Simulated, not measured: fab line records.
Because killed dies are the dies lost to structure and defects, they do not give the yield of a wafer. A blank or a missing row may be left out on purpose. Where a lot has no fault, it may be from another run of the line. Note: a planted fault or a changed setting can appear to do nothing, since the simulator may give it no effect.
Matching of chambers | flow nand harc | NHARC_P_CONTACT_ETCH_18 on rie diel-10: 4 sister chambers
The step etches the open film in C4F8/O2/Ar, target depth 481 nm, time 240.5 s. 14 wafers are shown with their chamber, then 7 later ones without.

## WAFERS, EACH WITH ITS CHAMBER
wafer  | chamber | rf vpp V (V) | run length s (s) | oes product au (a.u.)
L631.2 | 3       | 976          | 261.7            | 0.962
L631.3 | 2       | 984          | 261.2            | 0.956
L631.6 | 0       | 970          | 262.0            | 0.963
L630.3 | 2       | 984          | 261.8            | 0.970
L630.4 | 3       | 977          | 261.7            | 0.973
L630.5 | 2       | 986          | 261.0            | 0.967
L636.1 | 2       | 985          | 261.1            | 0.972
L636.3 | 1       | 976          | 261.7            | 0.985
L636.6 | 2       | 983          | 261.0            | 0.974
L634.1 | 3       | 977          | 262.2            | 0.971
L634.2 | 1       | 975          | 262.4            | 0.949
L634.6 | 3       | 978          | 261.9            | 0.965
L635.1 | 3       | 976          | 261.9            | 0.954
L635.2 | 0       | 969          | 261.7            | 0.937

SIGNATURES (means of the wafers above)
reading        | chamber 0 | chamber 1 | chamber 2 | chamber 3 | scatter within a chamber
rf vpp V       | 969.50    | 975.50    | 984.40    | 976.80    | 0.949
run length s   | 261.850   | 262.050   | 261.220   | 261.880   | 0.301
oes product au | 0.95000   | 0.96700   | 0.96780   | 0.96500   | 0.0119
Rule: a wafer's distance from a chamber is the root of the sum, over the readings, of the square of ((its reading less the chamber's mean) divided by the reading's scatter). If the next closest chamber is less than 2 further off than the closest, the wafer can't be placed; otherwise it belongs to the closest. How the scatter is found: for the shown wafers, subtract from each reading the mean of its chamber, square and add these, divide the total by (wafers less chambers), then take the root.

## WAFERS WHOSE CHAMBER IS MISSING
wafer  | rf vpp V (V) | run length s (s) | oes product au (a.u.)
L635.5 | 969          | 262.1            | 0.939
L637.1 | 974          | 261.8            | 0.970
L637.2 | 969          | 261.9            | 0.952
L637.4 | 983          | 261.2            | 0.979
L653.3 | 975          | 261.7            | 0.984
L653.4 | 969          | 261.8            | 0.961
L653.5 | 969          | 262.1            | 0.957

## WHICH CHAMBER EACH WENT THROUGH
wafer  | from the rows above     | in truth
L635.5 | 0                       | 0
L637.1 | can't be placed: 1 or 3 | 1
L637.2 | 0                       | 0
L637.4 | 2                       | 2
L653.3 | can't be placed: 1 or 3 | 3
L653.4 | 0                       | 0
L653.5 | 0                       | 0
Placed correctly: 5 of 7. Unplaceable from these rows: 2, with the true chamber sitting among the candidates in 2. Wrongly placed: 0.
